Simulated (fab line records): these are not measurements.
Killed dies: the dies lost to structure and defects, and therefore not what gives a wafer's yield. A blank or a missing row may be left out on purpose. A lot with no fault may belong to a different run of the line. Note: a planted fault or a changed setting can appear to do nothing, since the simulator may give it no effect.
fab line records ; flow n5-finfet
record lots=7; wafers=21; last-day=15
route steps=1938 shown BEOL_M10@1487
lots that met no fault: from a run of the same line without faults
start-h: hours from the record's first day to the start of the lot's first wafer shown ; wait-h: hours since the lot's step before ; " as in the row above ; L1.1+2: several wafers, shown together as one row ; - no value present, or no start provided ; * or withheld: withheld ; < > ~ a bound
route shown NAME@n: a module of which the file shows steps, and the number in the route of the first ; usual: mean/standard deviation taken from wafers without a fault ; same: alike in all rows ; chamber/n: place in a boat ; sites: readings site by site ; _std_site: their standard deviation ; _edge_site: mean of outer sites minus mean of inner sites ; radius-mm: for every site, how far away it sits from the centre of the wafer ; mask NAME#n: copy n ; behind: the tool/chamber that last shaped the wafer ; hold: what put the lot on hold/how long, in hours/how the hold closed ; device: the n, p or np transistor that did not switch ; end of line: tests run on the same wafers once the route is complete ; for a step that has no rows: nothing shown but its recipe ; killed: count of dies lost to structure and defects at first sort (not the wafer's yield) ; map: shows each die of a wafer: x if killed, . if not, _ if none is there
set.NAME: the setting as run; set.NAME@STEP: as run at that earlier step ; model.NAME: the simulator's own value behind a step, which no gauge read
lots at selected steps of the route; one table per step, one row per wafer
services: when a tool's chamber went out of use (start-h, in hours from the record's first day, below 0 if earlier), for how many hours, and the reason
## steps
# step N5_BEOL_M10_ETCH_61
# recipe chemistry=CF4; target=SiARC; target-depth-a=390; mask-material=CAR-ArF; time-s=65; ion-energy-ev=80; pressure-mtorr=40; source-w=545; bias-w=36; Ar_flow_sccm=100; cf4-flow-sccm=100; ends=cleared
# usual drypump-motor-current-A=5.8/0.36; etch-rf-on-time-s=65.4/1.1; oes-product-au=0.66/0.077; rf-vpp-V=183.5/1.2; showerhead-plenum-p-Torr=2.10/0.062; throttle-valve-pct=15.72/0.28
lot.wafer;tool;chamber;start-h;wait-h;drypump-motor-current-A;etch-rf-on-time-s;oes-product-au;rf-hours-counter-h;rf-vpp-V;showerhead-plenum-p-Torr;throttle-valve-pct
L340.3;rie-diel-05;3;219.65;0.0;5.7;64.3;0.61;233;185.1;2.12;15.78
L340.5;rie-diel-05;2;219.65;0.0;6.2;64.3;0.79;-;184.1;2.19;15.56
L340.6;rie-diel-05;1;219.65;0.0;5.1;65.3;0.77;-;182.3;2.09;15.32
L342.1;rie-diel-06;3;224.18;0.0;6.2;65.4;0.64;178;182.2;2.06;15.75
L342.2;rie-diel-06;2;224.18;0.0;5.9;64.4;0.78;28;185.0;2.10;15.18
L342.4;rie-diel-06;0;224.18;0.0;5.8;64.7;0.76;38;183.3;2.10;15.50
L341.1;rie-diel-06;0;227.39;0.0;5.8;64.8;0.76;39;182.9;2.10;15.52
L341.3;rie-diel-06;3;227.39;0.0;6.2;65.3;0.64;179;183.4;2.06;15.75
L341.4;rie-diel-06;2;227.39;0.0;5.9;64.8;0.78;29;184.8;2.10;15.18
L343.1;rie-diel-02;2;246.96;0.0;6.2;65.7;0.63;207;185.3;2.20;16.07
L343.3;rie-diel-02;3;246.96;0.0;6.1;64.4;0.59;221;184.6;2.04;16.23
L343.6;rie-diel-02;3;246.96;0.0;6.1;64.2;0.60;-;182.4;2.04;16.22
L348.1;rie-diel-06;0;270.64;0.0;5.8;64.4;0.74;54;182.0;2.09;15.54
L348.4;rie-diel-06;1;270.64;0.0;6.0;65.7;0.61;197;183.1;2.12;15.85
L348.5;rie-diel-06;0;270.64;0.0;5.8;64.4;0.75;-;182.0;2.09;15.54
L351.2;rie-diel-02;0;273.75;0.0;5.9;68.4;0.58;248;183.6;2.02;15.85
L351.4;rie-diel-02;2;273.75;0.0;6.1;66.8;0.61;217;183.6;2.20;16.11
L351.6;rie-diel-02;2;273.75;0.0;6.1;66.0;0.61;-;184.5;2.20;16.10
L354.1;rie-diel-05;0;310.38;0.0;5.7;64.1;0.69;105;185.6;2.07;15.52
L354.2;rie-diel-05;3;310.38;0.0;5.7;62.8;0.82;10;182.3;2.11;15.34
L354.4;rie-diel-05;2;310.38;0.0;6.2;64.5;0.73;57;185.5;2.17;15.63
# step N5_BEOL_M10_ETCH_62
# recipe chemistry=N2/H2; target=SOC; target-depth-a=1100; overetch-a=220; mask-material=SiARC; temp-c=40; time-s=165; ion-energy-ev=200; pressure-mtorr=30; source-w=840; bias-w=150; n2-flow-sccm=200; h2-flow-sccm=200
# usual drypump-motor-current-A=5.9/0.35; oes-product-au=0.66/0.072; rf-vpp-V=522.3/2.3; showerhead-plenum-p-Torr=2.48/0.08; throttle-valve-pct=17.9/0.3
lot.wafer;tool;chamber;start-h;wait-h;drypump-motor-current-A;oes-product-au;rf-hours-counter-h;rf-vpp-V;showerhead-plenum-p-Torr;throttle-valve-pct
L340.3;rie-diel-05;3;219.70;0.0;5.7;0.60;233;525.1;2.50;17.9
L340.5;rie-diel-05;2;219.70;0.0;6.2;0.77;-;525.5;2.59;17.8
L340.6;rie-diel-05;1;219.70;0.0;5.1;0.77;-;523.2;2.50;17.7
L342.1;rie-diel-06;3;224.23;0.0;6.2;0.64;178;519.4;2.43;17.9
L342.2;rie-diel-06;2;224.23;0.0;5.9;0.77;28;524.2;2.48;17.3
L342.4;rie-diel-06;0;224.23;0.0;5.8;0.76;38;522.4;2.48;17.7
L341.1;rie-diel-06;0;227.44;0.0;5.8;0.76;39;523.6;2.48;17.7
L341.3;rie-diel-06;3;227.44;0.0;6.2;0.64;179;521.9;2.43;17.9
L341.4;rie-diel-06;2;227.44;0.0;5.9;0.77;30;521.5;2.48;17.3
L343.1;rie-diel-02;2;247.01;0.0;6.2;0.62;207;525.0;2.62;18.3
L343.3;rie-diel-02;3;247.01;0.0;6.1;0.59;221;518.8;2.41;18.4
L343.6;rie-diel-02;3;247.01;0.0;6.1;0.59;-;519.9;2.41;18.4
L348.1;rie-diel-06;0;270.69;0.0;5.8;0.74;54;521.8;2.48;17.7
L348.4;rie-diel-06;1;270.69;0.0;6.0;0.61;197;523.8;2.53;18.3
L348.5;rie-diel-06;0;270.69;0.0;5.8;0.74;-;523.3;2.48;17.7
L351.2;rie-diel-02;0;273.80;0.0;5.9;0.59;248;518.3;2.39;18.1
L351.4;rie-diel-02;2;273.80;0.0;6.2;0.62;217;526.8;2.62;18.3
L351.6;rie-diel-02;2;273.80;0.0;6.2;0.62;-;525.1;2.62;18.3
L354.1;rie-diel-05;0;310.43;0.0;5.7;0.68;105;519.9;2.46;17.7
L354.2;rie-diel-05;3;310.43;0.0;5.8;0.80;10;522.3;2.49;17.5
L354.4;rie-diel-05;2;310.43;0.0;6.2;0.71;57;525.3;2.58;17.8
# step N5_BEOL_M10_STRIP_68
# recipe chemistry=N2/H2; temp-c=40; n2-flow-sccm=200; h2-flow-sccm=200; rf-frequency-hz=6e+07
# step N5_BEOL_M10_STRIP_67
# recipe chemistry=CF4; resist=SiARC; power-w=300; bias-power-w=75; pressure-mtorr=50; cf4-flow-sccm=150; rf-frequency-hz=6e+07
# usual drypump-motor-current-A=5.8/0.35; oes-product-au=0.78/0.085; rf-vpp-V=270.4/1.5; showerhead-plenum-p-Torr=1.76/0.052; throttle-valve-pct=13.69/0.29
lot.wafer;tool;chamber;start-h;wait-h;drypump-motor-current-A;oes-product-au;rf-hours-counter-h;rf-vpp-V;showerhead-plenum-p-Torr;throttle-valve-pct
L340.3;rie-diel-05;3;219.84;0.0;5.7;0.70;233;271.1;1.77;13.78
L340.5;rie-diel-05;2;219.84;0.0;6.2;0.91;-;272.9;1.83;13.50
L340.6;rie-diel-05;1;219.84;0.0;5.1;0.90;-;271.9;1.75;13.26
L342.1;rie-diel-06;3;224.37;0.0;6.1;0.75;178;269.3;1.72;13.72
L342.2;rie-diel-06;2;224.37;0.0;5.9;0.91;28;270.6;1.76;13.13
L342.4;rie-diel-06;0;224.37;0.0;5.8;0.89;38;269.4;1.76;13.48
L341.1;rie-diel-06;0;227.59;0.0;5.8;0.89;39;272.2;1.76;13.47
L341.3;rie-diel-06;3;227.59;0.0;6.2;0.75;179;269.4;1.72;13.72
L341.4;rie-diel-06;2;227.59;0.0;5.9;0.91;30;270.2;1.76;13.16
L343.1;rie-diel-02;2;247.15;0.0;6.2;0.74;207;271.6;1.85;14.06
L343.3;rie-diel-02;3;247.15;0.0;6.1;0.70;221;269.7;1.71;14.19
L343.6;rie-diel-02;3;247.15;0.0;6.1;0.69;-;268.5;1.71;14.19
L348.1;rie-diel-06;0;270.84;0.0;5.8;0.88;54;269.6;1.76;13.50
L348.4;rie-diel-06;1;270.84;0.0;6.0;0.73;197;271.3;1.78;13.86
L348.5;rie-diel-06;0;270.84;0.0;5.8;0.88;-;271.3;1.76;13.51
L351.2;rie-diel-02;0;273.95;0.0;5.8;0.69;248;269.6;1.69;13.86
L351.4;rie-diel-02;2;273.95;0.0;6.2;0.73;218;271.0;1.84;14.09
L351.6;rie-diel-02;2;273.95;0.0;6.2;0.73;-;272.7;1.84;14.07
L354.1;rie-diel-05;0;310.57;0.0;5.6;0.80;105;267.4;1.74;13.51
L354.2;rie-diel-05;3;310.57;0.0;5.7;0.94;10;269.9;1.77;13.26
L354.4;rie-diel-05;2;310.57;0.0;6.2;0.84;57;270.9;1.82;13.58
# step N5_BEOL_M10_HM_OPEN_17
# recipe chemistry=Cl2/BCl3; target-depth-a=200; overetch-a=60; target=TiN; mask-material=SOC; ion-energy-ev=150; pressure-mtorr=10; icp-w=1000; bias-w=126; Cl2_flow_sccm=53.25; bcl3-flow-sccm=21.75; Ar_flow_sccm=25
# usual drypump-motor-current-A=5.6/0.4; oes-product-au=0.68/0.066; throttle-valve-pct=22.08/0.25
lot.wafer;tool;chamber;start-h;wait-h;drypump-motor-current-A;oes-product-au;rf-hours-counter-h;throttle-valve-pct
L340.3;rie-metal-02;0;219.91;0.1;5.0;0.54;-;22.20
L340.5;rie-metal-02;0;219.91;0.1;5.0;0.54;-;22.22
L340.6;rie-metal-02;1;219.91;0.1;6.0;0.72;-;22.31
L342.1;rie-metal-03;1;224.42;0.0;5.9;0.65;44;22.14
L342.2;rie-metal-03;0;224.42;0.0;5.3;0.73;15;21.63
L342.4;rie-metal-03;0;224.42;0.0;5.3;0.73;-;21.61
L341.1;rie-metal-01;1;227.63;0.0;6.1;0.66;47;22.32
L341.3;rie-metal-01;1;227.63;0.0;6.1;0.66;-;22.32
L341.4;rie-metal-01;0;227.63;0.0;5.3;0.74;-;21.99
L343.1;rie-metal-02;0;247.19;0.0;4.9;0.53;103;22.19
L343.3;rie-metal-02;0;247.19;0.0;5.0;0.54;-;22.20
L343.6;rie-metal-02;0;247.19;0.0;5.0;0.54;-;22.19
L348.1;rie-metal-03;1;270.88;0.0;5.9;0.64;48;22.13
L348.4;rie-metal-03;0;270.88;0.0;5.3;0.72;-;21.61
L348.5;rie-metal-03;0;270.88;0.0;5.3;0.72;-;21.65
L351.2;rie-metal-02;1;273.99;0.0;6.0;0.71;25;22.30
L351.4;rie-metal-02;1;273.99;0.0;6.0;0.70;-;22.29
L351.6;rie-metal-02;0;273.99;0.0;5.0;0.54;-;22.19
L354.1;rie-metal-03;1;310.61;0.0;5.9;0.64;50;22.14
L354.2;rie-metal-03;0;310.61;0.0;5.3;0.71;21;21.64
L354.4;rie-metal-03;0;310.61;0.0;5.3;0.72;-;21.65
# step N5_BEOL_M10_STRIP_19
# recipe chemistry=O2; power-w=400; temp-c=40; pressure-mtorr=30; rf-frequency-hz=6e+07; bias-power-w=0; overash-fraction=0.2; o2-flow-sccm=225
# usual drypump-motor-current-A=5.8/0.37; oes-product-au=0.83/0.074; rf-vpp-V=3.7/0.6; showerhead-plenum-p-Torr=2.06/0.052; throttle-valve-pct=16.60/0.21
lot.wafer;tool;chamber;start-h;wait-h;drypump-motor-current-A;oes-product-au;rf-hours-counter-h;rf-vpp-V;showerhead-plenum-p-Torr;throttle-valve-pct
L340.3;rie-diel-02;3;220.00;0.1;6.1;0.71;211;5.0;1.98;17.18
L340.5;rie-diel-02;2;220.00;0.1;6.2;0.73;-;4.0;2.17;17.16
L340.6;rie-diel-02;3;220.00;0.1;6.1;0.71;-;2.7;1.98;17.19
L342.1;rie-diel-05;0;224.57;0.1;5.6;0.84;77;3.8;2.03;16.50
L342.2;rie-diel-05;3;224.57;0.1;5.7;0.72;235;3.4;2.06;16.75
L342.4;rie-diel-05;2;224.57;0.1;6.2;0.90;21;3.7;2.13;16.59
L341.1;rie-diel-06;1;227.76;0.1;6.0;0.72;187;3.5;2.08;16.91
L341.3;rie-diel-06;2;227.76;0.1;5.9;0.92;30;3.5;2.06;16.29
L341.4;rie-diel-06;0;227.76;0.1;5.8;0.88;39;4.0;2.05;16.57
L343.1;rie-diel-05;2;247.31;0.1;6.2;0.88;29;4.4;2.13;16.61
L343.3;rie-diel-05;1;247.31;0.1;5.1;0.89;45;3.6;2.04;16.40
L343.6;rie-diel-05;1;247.31;0.1;5.1;0.91;-;3.3;2.04;16.42
L348.1;rie-diel-05;0;270.99;0.1;5.7;0.83;89;3.4;2.02;16.51
L348.4;rie-diel-05;1;270.99;0.1;5.1;0.87;-;3.1;2.03;16.42
L348.5;rie-diel-05;0;270.99;0.1;5.7;0.82;-;3.1;2.02;16.52
L351.2;rie-diel-06;3;274.10;0.1;6.2;0.73;196;4.6;2.00;16.82
L351.4;rie-diel-06;2;274.10;0.1;5.9;0.89;46;3.5;2.06;16.33
L351.6;rie-diel-06;0;274.10;0.1;5.8;0.87;-;4.4;2.04;16.59
L354.1;rie-diel-06;3;310.96;0.3;6.2;0.72;208;3.5;2.00;16.83
L354.2;rie-diel-06;0;310.96;0.3;5.8;0.85;65;3.7;2.04;16.62
L354.4;rie-diel-06;2;310.96;0.3;5.9;0.87;59;4.7;2.05;16.35
# step N5_BEOL_M10_CD_MEAS_18
# recipe pitch-nm=140; target-cd-nm=70
# usual cd-nm=70.2/0.44
lot.wafer;tool;chamber;start-h;wait-h;cd-nm
L340.3;cd-sem-03;-;220.07;0.1;70.7
L340.5;cd-sem-03;-;220.07;0.1;70.0
L340.6;cd-sem-03;-;220.07;0.1;70.9
L342.1;cd-sem-01;-;224.64;0.1;70.6
L342.2;cd-sem-01;-;224.64;0.1;70.2
L342.4;cd-sem-01;-;224.64;0.1;70.1
L341.1;cd-sem-02;-;227.83;0.0;70.3
L341.3;cd-sem-02;-;227.83;0.0;70.2
L341.4;cd-sem-02;-;227.83;0.0;70.3
L343.1;cd-sem-01;-;247.38;0.0;69.9
L343.3;cd-sem-01;-;247.38;0.0;70.5
L343.6;cd-sem-01;-;247.38;0.0;69.3
L348.1;cd-sem-01;-;271.06;0.0;70.3
L348.4;cd-sem-01;-;271.06;0.0;69.2
L348.5;cd-sem-01;-;271.06;0.0;70.5
L351.2;cd-sem-03;-;274.17;0.1;71.4
L351.4;cd-sem-03;-;274.17;0.1;70.3
L351.6;cd-sem-03;-;274.17;0.1;70.6
L354.1;cd-sem-01;-;311.03;0.0;70.2
L354.2;cd-sem-01;-;311.03;0.0;70.0
L354.4;cd-sem-01;-;311.03;0.0;69.5
# step N5_BEOL_M10_COAT_63
# recipe resist=SOC; temp-c=250; time-s=60; spin-rpm=1500; resist-thk-nm=100
# step N5_BEOL_M10_COAT_64
# recipe resist=SiARC; temp-c=220; time-s=60; spin-rpm=1500; resist-thk-nm=30
# step N5_BEOL_M10_COAT_22
# recipe resist=CAR-ArF; spin-rpm=1500; resist-thk-nm=90
# step N5_BEOL_M10_EBR_24
# recipe solvent=PGMEA; ebr-width-mm=1.5
# step N5_BEOL_M10_SOFTBAKE_23
# recipe temp-c=110; time-s=60; resist=CAR-ArF
# step N5_BEOL_M10_EXPOSE_25
# recipe mask-id=V9; na=1.35; source-shape=annular; sigma-inner=0.5; sigma-outer=0.8; polarization=unpolarized; dose-mj=85.5
# usual exposure-dose-mJ-cm2=85.43/0.095; focus-offset-nm=0.0/0.52; sigma-outer=0.8/0
lot.wafer;tool;chamber;start-h;wait-h;mask;exposure-dose-mJ-cm2;focus-offset-nm;sigma-outer
L340.3;arfi-scanner-01;0;221.50;-;V9#0;85.47;-0.5;0.8
L340.5;arfi-scanner-01;0;221.50;-;V9#0;85.47;-0.4;0.8
L340.6;arfi-scanner-01;0;221.50;-;V9#0;85.45;-0.2;0.8
L342.1;arfi-scanner-02;-;225.54;-;V9#0;-;-;-
L342.2;arfi-scanner-02;-;225.54;-;V9#0;-;-;-
L342.4;arfi-scanner-02;-;225.54;-;V9#0;-;-;-
L341.1;arfi-scanner-01;-;228.64;-;V9#0;-;-;-
L341.3;arfi-scanner-01;-;228.64;-;V9#0;-;-;-
L341.4;arfi-scanner-01;-;228.64;-;V9#0;-;-;-
L343.1;arfi-scanner-02;-;247.66;-;V9#0;-;-;-
L343.3;arfi-scanner-02;-;247.66;-;V9#0;-;-;-
L343.6;arfi-scanner-02;-;247.66;-;V9#0;-;-;-
L348.1;arfi-scanner-01;0;271.22;-;V9#0;85.46;0.9;0.8
L348.4;arfi-scanner-01;0;271.22;-;V9#0;85.30;0.6;0.8
L348.5;arfi-scanner-01;0;271.22;-;V9#0;85.34;1.1;0.8
L351.2;arfi-scanner-02;0;274.95;-;V9#0;85.50;-0.3;0.8
L351.4;arfi-scanner-02;0;274.95;-;V9#0;85.40;-0.6;0.8
L351.6;arfi-scanner-02;0;274.95;-;V9#0;85.30;0.8;0.8
L354.1;arfi-scanner-02;0;311.18;-;V9#0;85.39;-0.3;0.8
L354.2;arfi-scanner-02;0;311.18;-;V9#0;85.30;-0.4;0.8
L354.4;arfi-scanner-02;0;311.18;-;V9#0;85.45;-0.4;0.8
# step N5_BEOL_M10_PEB_26
# recipe peb-temp-c=withheld; peb-time-s=60; resist=CAR-ArF
## services
tool;chamber;start-h;hours;kind
arfi-scanner-01;-;199.45;1.0;pm
rie-diel-06;2;209.85;1.5;repair
arfi-scanner-02;-;217.32;1.0;pm
arfi-scanner-02;-;219.54;3.7;repair
arfi-scanner-02;-;227.53;3.1;pm
rie-metal-02;0;229.56;9.1;repair
arfi-scanner-02;-;232.71;0.2;repair
arfi-scanner-02;-;239.50;1.3;pm
arfi-scanner-01;-;241.13;1.3;pm
rie-diel-02;-;243.77;0.4;repair
rie-diel-05;0;246.43;14.1;repair
rie-diel-06;1;249.84;9.5;repair
rie-metal-02;-;250.37;0.5;repair
arfi-scanner-02;-;255.88;17.3;pm
rie-diel-05;3;260.62;-;clean
rie-diel-05;3;260.62;-;consumable-replace:focus-ring
arfi-scanner-01;-;273.21;0.8;pm
rie-diel-06;0;274.73;1.6;repair
rie-diel-06;0;276.83;7.2;repair
arfi-scanner-02;-;277.01;1.5;repair
rie-diel-02;0;286.55;12.4;repair
arfi-scanner-02;-;304.37;1.0;pm
arfi-scanner-02;-;305.37;0.8;pm
arfi-scanner-01;-;311.13;4.6;repair
## key
first-sign step=N5_BEOL_M10_EXPOSE_25; reading=tool-record; direction=missing
effect none on later readings
met-at N5_BEOL_M10_EXPOSE_25
struck-wafers L341.1,L341.3,L341.4,L342.1,L342.2,L342.4,L343.1,L343.3,L343.6
later-rows-left-out L341.1,L341.3,L341.4,L342.1,L342.2,L342.4,L343.1,L343.3,L343.6
sort-left-out L341.1,L341.3,L341.4,L342.1,L342.2,L342.4,L343.1,L343.3,L343.6
onset-between 221.50 225.54
fault kind=skipped-step-whole; tool=arfi-scanner-01,arfi-scanner-02; chamber=-; onset-h=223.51; steps=N5_BEOL_M10_EXPOSE_25; scope=struck-lots-only
# sort-left-out: the simulated sort isn't trusted on such a fault, so these wafers' sort isn't shown, and their yield isn't known
# later-rows-left-out: the simulator's readings of these wafers behind a module that went badly wrong aren't trusted and aren't shown, but for the sort
